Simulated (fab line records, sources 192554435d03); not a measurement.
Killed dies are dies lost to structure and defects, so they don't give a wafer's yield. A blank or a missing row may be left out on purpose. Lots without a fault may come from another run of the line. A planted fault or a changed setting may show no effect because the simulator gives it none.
fab line records | flow n5_finfet
record lots=6 wafers=16 last_day=17
route steps=1938 shown FIN_SAQP@117 BEOL_M4@1111
lots that met no fault: from a run of the same line without faults
start_h: hours from the record's first day to the start of the lot's first wafer shown | wait_h: hours since the lot's step before | " the same as in the row above | L1.1+2: a row that stands for several wafers | - no value, or no start given | * or withheld: withheld | < > ~ a bound
route shown NAME@n: a module of which the file shows steps, and the number in the route of the first | usual: mean/standard deviation of fault-free wafers | same: alike in all rows | chamber/n: place in a boat | sites: the reading at each site | _std_site: their standard deviation | _edge_site: outer sites' mean less inner sites' | radius_mm: how far each site lies from the wafer's centre | mask NAME#n: copy n | behind: the tool/chamber that last shaped the wafer | hold: why the lot was held/for how many hours/how that ended | device: the transistor (n, p or np) that didn't switch | end of line: the same wafers' tests at the end of the route | a step without rows: its recipe alone | killed: dies lost to structure and defects at the first sort, not the wafer's yield | map: a wafer's dies, x killed, . not, _ none there
set.NAME: the setting as run; set.NAME@STEP: as run at that earlier step | model.NAME: the simulator's own value behind a step, which no gauge read
lots at some steps of the route; a table a step, a row a wafer
services: from which hour (start_h, from the record's first day; less than 0 if before it) a tool's chamber was out of use, for how many hours, and why
## steps
# step N5_FIN_SAQP_STRIP_53
# recipe chemistry=N2/H2 temp_c=40 n2_flow_sccm=200 h2_flow_sccm=200 rf_frequency_hz=6e+07
# step N5_FIN_SAQP_HM_OPEN_73
# recipe chemistry=CHF3/O2 target=SiO2 stop_on=a-Si target_depth_a=120 over_etch_frac=1.8 mask_material=SOC time_s=16.8 pressure_mtorr=30 source_w=650 bias_w=170 Ar_flow_sccm=200 CHF3_flow_sccm=50 O2_flow_sccm=5 ion_energy_ev=200 ends=end_point
# usual bias_w=170.0/0.53 drypump_motor_current_A=5.7/0.42 mfc_ar_sccm=200.0/0.65 oes_product_au=0.49/0.056 rf_vpp_V=525/12 showerhead_plenum_p_Torr=2.45/0.075 throttle_valve_pct=18.74/0.27
# columns lot.wafer tool chamber start_h wait_h bias_w drypump_motor_current_A mfc_ar_sccm oes_product_au rf_hours_counter_h rf_vpp_V showerhead_plenum_p_Torr throttle_valve_pct
L697.3 rie_diel-02 0 46.11 0.0 170.4 6.5 200.8 0.42 239 522 2.39 19.36
L697.4 " 2 " " 169.6 5.6 199.8 0.44 198 527 2.39 18.86
L697.6 " 1 " " 168.9 5.7 200.0 0.44 - 534 2.48 18.73
L703.1 rie_diel-03 1 82.36 0.0 170.1 5.6 200.2 0.41 244 501 2.26 18.98
L703.3 " 0 " " 170.0 6.1 201.5 0.53 58 517 2.45 19.12
L703.6 " 0 " " 170.4 6.1 201.0 0.52 - 517 2.45 19.11
L705.1 rie_diel-02 1 94.87 0.0 170.3 5.7 199.2 0.42 225 536 2.48 18.79
L705.3 " 2 " " 169.6 5.6 199.5 0.41 216 526 2.38 18.89
L705.5 " 3 " " 170.5 4.9 200.1 0.50 - 517 2.46 18.44
L706.2 rie_diel-03 3 100.62 0.0 168.4 5.7 200.5 0.53 25 551 2.46 18.55
L706.5 " 3 " " 169.3 5.7 199.8 0.54 - 549 2.46 18.54
L711.2 rie_diel-02 1 130.22 0.0 169.1 5.7 199.8 0.41 240 534 2.47 18.81
L711.5 " 0 " " 168.8 6.4 199.9 0.58 - 520 2.38 19.01
L715.1 rie_diel-03 2 154.05 0.0 169.4 5.5 199.8 0.54 29 511 2.54 18.89
L715.2 " 3 " " 170.4 5.6 200.3 0.51 46 551 2.45 18.57
L715.4 " 1 " " 170.7 5.7 199.0 0.56 11 510 2.54 18.55
# step N5_FIN_SAQP_STRIP_74
# recipe chemistry=CHF3/O2 resist=SiARC rf_frequency_hz=6e+07
# step N5_FIN_SAQP_MANDREL_ETCH_22
# recipe target_depth_a=600 chemistry=HBr/Cl2 target=a-Si stop_on=SiNx bt_time_s=10 over_etch_frac=0.5 time_s=30 pressure_mtorr=10 icp_w=800 bias_w=75 HBr_flow_sccm=150 Cl2_flow_sccm=80 ends=end_point
# step N5_FIN_SAQP_STRIP_55
# recipe chemistry=N2/H2 power_w=500 temp_c=40 pressure_mtorr=50 rf_frequency_hz=6e+07 overash_fraction=0.3 bias_power_w=28 h2_frac=0.5 n2_flow_sccm=300 h2_flow_sccm=300
# usual drypump_motor_current_A=5.7/0.4 oes_product_au=0.81/0.098 rf_vpp_V=122.0/1.5 showerhead_plenum_p_Torr=3.39/0.11 throttle_valve_pct=19.0/0.4
# columns lot.wafer tool chamber start_h wait_h drypump_motor_current_A oes_product_au rf_hours_counter_h rf_vpp_V showerhead_plenum_p_Torr throttle_valve_pct
L697.3 rie_diel-03 1 46.29 0.1 5.6 0.69 228 122.7 3.17 18.7
L697.4 " 1 " " 5.6 0.69 - 120.4 3.17 18.7
L697.6 " 2 " " 5.5 0.70 - 121.7 3.19 19.9
L703.1 rie_diel-02 2 82.69 0.2 5.6 0.70 211 122.9 3.31 19.2
L703.3 " 1 " " 5.7 0.69 220 120.8 3.44 18.9
L703.6 " 1 " " 5.7 0.71 - 121.9 3.45 19.0
L705.1 rie_diel-02 2 95.15 0.2 5.6 0.68 216 121.4 3.31 19.2
L705.3 " 1 " " 5.7 0.70 226 121.7 3.44 18.9
L705.5 " 2 " " 5.6 0.69 - 121.1 3.31 19.2
L706.2 rie_diel-02 1 100.82 0.1 5.7 0.71 230 124.2 3.44 19.0
L706.5 " 2 " " 5.6 0.69 - 119.6 3.31 19.2
L711.2 rie_diel-03 3 130.40 0.1 5.6 0.87 37 121.0 3.43 19.0
L711.5 " 3 " " 5.6 0.88 - 121.5 3.43 19.0
L715.1 rie_diel-03 1 154.25 0.1 5.6 0.93 11 123.9 3.55 18.3
L715.2 " 3 " " 5.6 0.86 46 123.6 3.42 19.0
L715.4 " 2 " " 5.5 0.91 29 119.7 3.58 19.5
# step N5_FIN_SAQP_STRIP_23
# recipe chemistry=SPM time_s=750 temp_c=130 h2so4_h2o2_vol_ratio=4
# step N5_FIN_SAQP_SRD_66
# recipe dry=ipa_marangoni time_s=30 temp_c=23 rinse_liquid=diw
# step N5_FIN_SAQP_RECESS_75
# recipe chemistry=HF/NH3 target=SiO2 target_depth_a=144 afs_cycles=3 temp_c=30 sublimation_temp_c=180 sublimation_time_s=60
# step N5_FIN_SAQP_SPACER1_ALD_24
# recipe material=SiO2 target_thk_a=203 temp_c=300 ald_precursor_family=BDEAS ald_co_reactant=O2-plasma pulse_time_s=1 purge_time_s=2 co_reactant_purge_time_s=2 ald_cycles=218 pressure_torr=2
# usual heater_power_w=461/46 precursor_pulse_height_rel=0.999/0.02
# columns lot.wafer tool chamber start_h wait_h heater_power_w precursor_pulse_height_rel since_wet_clean_h
L697.3 ald_sin-04 3 47.02 0.1 394 0.987 39
L697.4 " 1 " " 469 0.992 39
L697.6 " 1 " " 449 1.035 -
L703.1 ald_sin-02 2 84.55 0.3 549 1.016 365
L703.3 " 0 " " 511 1.012 365
L703.6 " 1 " " 453 0.973 -
L705.1 ald_sin-03 2 97.37 1.8 391 0.936 286
L705.3 " 0 " " 515 0.996 286
L705.5 " 0 " " 521 1.011 -
L706.2 ald_sin-02 1 101.87 0.6 448 0.986 3
L706.5 " 3 " " 446 0.986 -
L711.2 ald_sin-04 2 131.23 0.3 488 0.992 124
L711.5 " 1 " " 457 0.988 -
L715.1 ald_sin-03 3 155.09 0.4 422 1.034 344
L715.2 " 2 " " 379 1.004 344
L715.4 " 1 " " 459 0.994 344
# step N5_FIN_SAQP_SPACER1_ETCHBACK_25
# recipe chemistry=CHF3/O2 mode=anisotropic_etchback target=SiO2 target_depth_a=244 time_s=12.2 pressure_mtorr=30 source_w=650 bias_w=170 Ar_flow_sccm=200 CHF3_flow_sccm=50 O2_flow_sccm=5 ion_energy_ev=200
# usual bias_w=170.0/0.51 drypump_motor_current_A=5.7/0.46 mfc_ar_sccm=200.1/0.63 oes_product_au=0.82/0.1 rf_vpp_V=525/10 showerhead_plenum_p_Torr=2.44/0.077 throttle_valve_pct=18.79/0.27
# columns lot.wafer tool chamber start_h wait_h bias_w drypump_motor_current_A mfc_ar_sccm oes_product_au rf_hours_counter_h rf_vpp_V showerhead_plenum_p_Torr throttle_valve_pct
L697.3 rie_diel-06 3 47.73 0.4 169.6 5.8 199.8 0.90 44 526 2.55 18.67
L697.4 " 1 " " 169.3 6.1 198.8 0.85 56 522 2.34 18.77
L697.6 " 2 " " 170.3 5.1 199.8 0.70 - 525 2.47 18.84
L703.1 rie_diel-03 2 85.73 0.8 170.8 5.5 200.6 1.00 1 511 2.56 18.93
L703.3 " 3 " " 170.1 5.7 200.8 0.91 17 550 2.46 18.60
L703.6 " 1 " " 170.4 5.6 200.1 0.67 - 503 2.26 19.04
L705.1 rie_diel-03 0 98.28 0.6 170.1 6.1 199.7 0.85 67 517 2.45 19.19
L705.3 " 2 " " 169.7 5.5 200.6 0.96 8 511 2.55 18.95
L705.5 " 0 " " 169.2 6.1 200.0 0.85 - 517 2.45 19.21
L706.2 rie_diel-02 1 102.58 0.4 169.3 5.7 199.4 0.70 230 535 2.47 18.86
L706.5 " 2 " " 171.0 5.6 199.5 0.70 - 527 2.38 18.97
L711.2 rie_diel-02 1 131.94 0.4 169.7 5.7 201.1 0.69 241 534 2.47 18.87
L711.5 " 2 " " 170.5 5.6 199.6 0.68 - 527 2.38 18.99
L715.1 rie_diel-03 1 155.81 0.4 170.2 5.7 199.2 0.94 11 509 2.54 18.62
L715.2 " 3 " " 169.8 5.6 199.4 0.86 46 551 2.45 18.67
L715.4 " 2 " " 170.0 5.5 199.8 0.90 29 512 2.54 18.97
# step N5_FIN_SAQP_MANDREL1_REMOVE_56
# recipe chemistry=HBr/Cl2/O2 bt_time_s=10 target=a-Si stop_on=SiNx endpoint=OES-SiCl over_etch_frac=1 icp_w=600 bias_w=22 HBr_flow_sccm=150 Cl2_flow_sccm=80 O2_flow_sccm=5 pressure_mtorr=10
# step N5_FIN_SAQP_CD_MEAS_27
# recipe target_cd_nm=20 landing_energy_ev=1000 detector=se_inlens polarity=line
# usual cd_nm=20.29/0.24
# columns lot.wafer tool chamber start_h wait_h cd_nm
L697.3 cd_sem-01 0 47.94 0.1 19.97
L697.4 " 0 " " 20.37
L697.6 " 0 " " 20.31
L703.1 cd_sem-03 0 85.93 0.1 20.17
L703.3 " 0 " " 20.24
L703.6 " 0 " " 19.87
L705.1 cd_sem-01 0 98.47 0.1 20.26
L705.3 " 0 " " 20.06
L705.5 " 0 " " 20.58
L706.2 cd_sem-01 0 102.78 0.1 20.45
L706.5 " 0 " " 20.55
L711.2 cd_sem-03 0 132.15 0.1 20.51
L711.5 " 0 " " 20.11
L715.1 cd_sem-03 0 156.01 0.1 20.39
L715.2 " 0 " " 19.96
L715.4 " 0 " " 20.24
# step N5_FIN_SAQP_ETCH_57
# recipe chemistry=CH3F/O2 target=SiNx mask_material=SiO2 target_depth_a=325 time_s=46.4 pressure_mtorr=30 source_w=395 bias_w=73 Ar_flow_sccm=150 CH3F_flow_sccm=30 O2_flow_sccm=20 ion_energy_ev=120 ends=cleared
# usual bias_w=73.00/0.19 drypump_motor_current_A=5.7/0.43 etch_rf_on_time_s=45.9/1 mfc_ar_sccm=150.0/0.46 oes_product_au=0.71/0.082 rf_vpp_V=298/6.5 showerhead_plenum_p_Torr=2.03/0.07 throttle_valve_pct=16.23/0.29
# columns lot.wafer tool chamber start_h wait_h bias_w drypump_motor_current_A etch_rf_on_time_s mfc_ar_sccm oes_product_au rf_hours_counter_h rf_vpp_V showerhead_plenum_p_Torr throttle_valve_pct
L697.3 rie_diel-06 1 47.98 0.0 72.66 6.1 44.5 150.1 0.73 57 296 1.95 16.20
L697.4 " 0 " " 73.09 6.1 47.1 149.5 0.83 0 305 2.13 15.76
L697.6 " 1 " " 72.86 6.1 45.1 150.3 0.72 - 296 1.95 16.21
L703.1 rie_diel-03 0 86.06 0.1 73.11 6.1 46.2 150.3 0.73 60 293 2.04 16.59
L703.3 " 1 " " 72.92 5.6 47.5 150.9 0.57 246 284 1.87 16.56
L703.6 " 1 " " 72.61 5.6 48.0 150.2 0.58 - 285 1.87 16.55
L705.1 rie_diel-06 0 98.54 0.1 72.69 6.1 44.9 150.2 0.77 22 303 2.12 15.82
L705.3 " 1 " " 73.06 6.1 45.8 149.5 0.70 74 297 1.94 16.24
L705.5 " 0 " " 73.01 6.1 46.5 149.9 0.78 - 305 2.12 15.80
L706.2 rie_diel-03 3 102.90 0.1 73.20 5.7 51.7 148.7 0.71 25 313 2.04 16.05
L706.5 " 3 " " 73.00 5.6 52.4 150.0 0.71 - 313 2.04 16.05
L711.2 rie_diel-03 0 132.19 0.0 72.96 6.1 52.6 149.6 0.66 82 294 2.03 16.62
L711.5 " 3 " " 72.97 5.7 52.1 149.3 0.69 - 312 2.04 16.08
L715.1 rie_diel-06 1 156.06 0.0 72.99 6.1 45.7 150.7 0.68 98 295 1.93 16.29
L715.2 " 0 " " 72.90 6.1 46.5 149.3 0.72 45 305 2.11 15.84
L715.4 " 2 " " 73.33 5.1 46.3 150.3 0.75 26 297 2.04 15.88
# step N5_FIN_SAQP_ETCH_65
# recipe chemistry=CF4 target=SiO2 target_depth_a=40 ion_energy_ev=350 time_s=4.4 pressure_mtorr=10 icp_w=800 bias_w=400 cf4_flow_sccm=80
# usual bias_w=400.1/1.3 drypump_motor_current_A=5.96/0.29 oes_product_au=1.003/0.021 throttle_valve_pct=21.81/0.21
# columns lot.wafer tool chamber start_h wait_h bias_w drypump_motor_current_A oes_product_au rf_hours_counter_h throttle_valve_pct
L697.3 rie_si-06 0 48.09 0.1 399.9 6.22 0.971 53 21.40
L697.4 " 1 " " 400.8 5.52 1.000 134 21.85
L697.6 " 2 " " 400.4 6.13 1.010 - 21.85
L703.1 rie_si-06 0 86.16 0.1 400.3 6.22 0.965 54 21.42
L703.3 " 2 " " 402.7 6.13 0.999 42 21.84
L703.6 " 1 " " 401.0 5.54 0.996 - 21.86
L705.1 rie_si-06 0 98.65 0.1 399.2 6.22 0.955 54 21.41
L705.3 " 3 " " 401.3 6.03 0.997 16 21.96
L705.5 " 2 " " 399.2 6.09 1.012 - 21.85
L706.2 rie_si-02 2 103.01 0.1 400.1 5.81 1.008 113 21.97
L706.5 " 2 " " 398.2 5.79 1.017 - 21.96
L711.2 rie_si-06 2 132.30 0.1 399.7 6.13 0.988 43 21.84
L711.5 " 2 " " 399.3 6.13 1.001 - 21.83
L715.1 rie_si-04 0 156.16 0.1 401.2 4.85 1.037 166 21.59
L715.2 " 1 " " 400.4 5.70 1.026 0 21.52
L715.4 " 2 " " 400.2 5.72 0.974 168 21.82
# step N5_BEOL_M4_RC_MEAS_101
# usual DIBL_N=36.3/1.6 DIBL_P=36.2/2 IOFF_N=0.160/0.028 IOFF_P=0.21/0.036 ION_N=677/11 ION_P=465/6.9 SS_N=71.5/0.55 SS_P=73.3/0.64 VT_N=250/3 VT_P=-250/3.5
# columns lot.wafer tool chamber start_h wait_h DIBL_N[mV/V] DIBL_P[mV/V] IOFF_N[nA/um] IOFF_P[nA/um] ION_N[uA/um] ION_P[uA/um] SS_N[mV/dec] SS_P[mV/dec] VT_N[mV] VT_P[mV]
L697.3 prober-01 0 200.47 0.3 34.3 35.0 0.133 0.18 672 462 70.8 72.0 251 -255
L697.4 " 0 " " 36.3 37.6 0.171 0.21 676 466 71.5 73.9 249 -252
L697.6 " 0 " " 34.3 34.3 0.136 0.18 688 469 70.8 73.1 249 -252
L703.1 prober-01 0 238.41 0.0 37.8 40.2 0.183 0.24 669 455 72.0 74.2 250 -250
L703.3 " 0 " " 36.9 38.4 0.185 0.20 682 457 72.1 73.4 248 -250
L703.6 " 0 " " 35.4 36.7 0.150 0.19 673 458 71.8 73.1 249 -254
L705.1 prober-02 0 240.26 0.0 35.6 33.1 0.130 0.17 673 462 71.7 73.1 254 -255
L705.3 " 0 " " 36.5 33.7 0.143 0.18 667 455 72.3 73.3 252 -254
L705.5 " 0 " " 37.0 34.1 0.132 0.18 665 459 72.1 73.2 255 -254
L706.2 prober-01 0 242.34 0.2 34.7 34.8 0.135 0.16 667 459 71.7 73.1 251 -256
L706.5 " 0 " " 35.6 36.1 0.153 0.19 675 463 72.1 74.4 249 -255
L711.2 prober-01 0 280.61 0.2 37.2 37.2 0.156 0.20 675 459 71.4 73.1 252 -251
L711.5 " 0 " " 36.4 37.4 0.142 0.20 667 465 71.4 73.9 252 -250
L715.1 prober-01 0 305.74 0.0 36.5 35.4 0.156 0.21 681 467 71.1 73.1 248 -250
L715.2 " 0 " " 37.6 36.3 0.190 0.23 700 480 71.7 73.4 246 -249
L715.4 " 0 " " 38.0 37.8 0.199 0.25 698 476 72.2 74.3 245 -248
## services
# columns tool chamber start_h hours kind
rie_diel-03 3 31.01 - clean
rie_diel-03 3 31.01 - consumable_replace:focus_ring
rie_diel-03 3 31.01 20.5 scheduled_down
rie_diel-03 3 31.01 20.5 vent_cycle
rie_diel-03 2 51.54 - clean
rie_diel-03 2 51.54 - consumable_replace:focus_ring
rie_diel-03 2 51.54 - consumable_replace:showerhead
rie_diel-03 2 51.54 30.8 scheduled_down
rie_diel-06 2 52.54 19.3 repair
ald_sin-03 2 59.88 12.8 repair
rie_si-06 2 64.87 7.6 repair
rie_diel-03 - 65.45 0.9 repair
rie_si-04 2 66.32 3.5 repair
ald_sin-03 0 67.24 7.2 repair
rie_diel-02 - 84.41 2.8 pm
ald_sin-02 - 85.25 14.0 pm
ald_sin-03 0 86.06 2.7 repair
rie_diel-06 1 86.68 6.4 repair
rie_diel-06 3 86.70 63.1 repair
rie_diel-06 2 88.79 6.8 repair
rie_diel-06 - 92.52 4.2 repair
ald_sin-03 1 94.71 3.5 repair
rie_si-06 3 115.79 12.2 repair
ald_sin-04 - 117.96 2.8 pm
## key
first_sign step=N5_FIN_SAQP_ETCH_57 reading=etch_rf_on_time_s direction=up sigmas=6.1 usual=* struck=*
effect none on later readings
met_at N5_FIN_SAQP_ETCH_57
struck_wafers L706.2,L706.5,L711.2,L711.5
baseline_loss step=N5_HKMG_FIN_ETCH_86 wafers=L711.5
onset_between 86.06 102.90
fault kind=process_parameter_drift tool=rie_diel-03 chamber=- onset_h=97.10 steps=N5_FIN_SAQP_ETCH_57 channel=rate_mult offset=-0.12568 shape=step end_h=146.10 scope=struck_wafers_only
# baseline_loss: these wafers lose ten dies or more at that step, a loss of the line's own and not of a fault; the sort's usual values leave them out
